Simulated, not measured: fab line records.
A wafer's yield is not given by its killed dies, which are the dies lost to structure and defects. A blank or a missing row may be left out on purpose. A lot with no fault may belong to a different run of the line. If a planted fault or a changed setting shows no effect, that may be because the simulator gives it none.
Chamber matching + flow n5-finfet + N5_BEOL_M1_ALD_84 on ald-metal-03: 4 sister chambers
The step deposits TaN, pulse time 2 s, purge time 3 s, co reactant purge time 2 s. 4 wafers are shown with their chamber, then 8 later ones without.

## WAFERS WITH THEIR CHAMBER
| wafer  | chamber | heater-power-w (W) |
|--------|---------|--------------------|
| L080.3 | 2       | 421                |
| L083.4 | 1       | 396                |
| L083.6 | 0       | 374                |
| L085.2 | 3       | 379                |

## WAFERS WITHOUT THEIR CHAMBER
| wafer  | heater-power-w (W) |
|--------|--------------------|
| L085.3 | 359                |
| L085.4 | 424                |
| L095.2 | 428                |
| L095.3 | 373                |
| L095.5 | 375                |
| L096.2 | 417                |
| L096.4 | 376                |
| L096.6 | 422                |

## WHICH CHAMBER EACH ONE RAN IN
| wafer  | from the rows above     | in truth |
|--------|-------------------------|----------|
| L085.3 | can't be placed: 0 or 3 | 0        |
| L085.4 | 2                       | 2        |
| L095.2 | 2                       | 2        |
| L095.3 | can't be placed: 0 or 3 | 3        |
| L095.5 | can't be placed: 0 or 3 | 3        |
| L096.2 | 2                       | 2        |
| L096.4 | can't be placed: 0 or 3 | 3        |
| L096.6 | 2                       | 2        |
Correctly placed: 4 of 8. Cannot be placed on the basis of these rows: 4; the candidates contain the true chamber in 4. Placed wrongly: 0.
How it was worked out, from the rows above alone: a wafer's distance from a chamber is the root of the sum, over the readings, of the square of ((its reading less the chamber's mean) divided by the reading's scatter). If the next closest chamber is less than 2 further off than the closest, the wafer can't be placed; otherwise it belongs to the closest. The mean given for a chamber averages the wafers shown for that chamber. The scatter: root of mean squared gap, hidden wafer to nearest shown wafer, with one shown wafer a chamber.
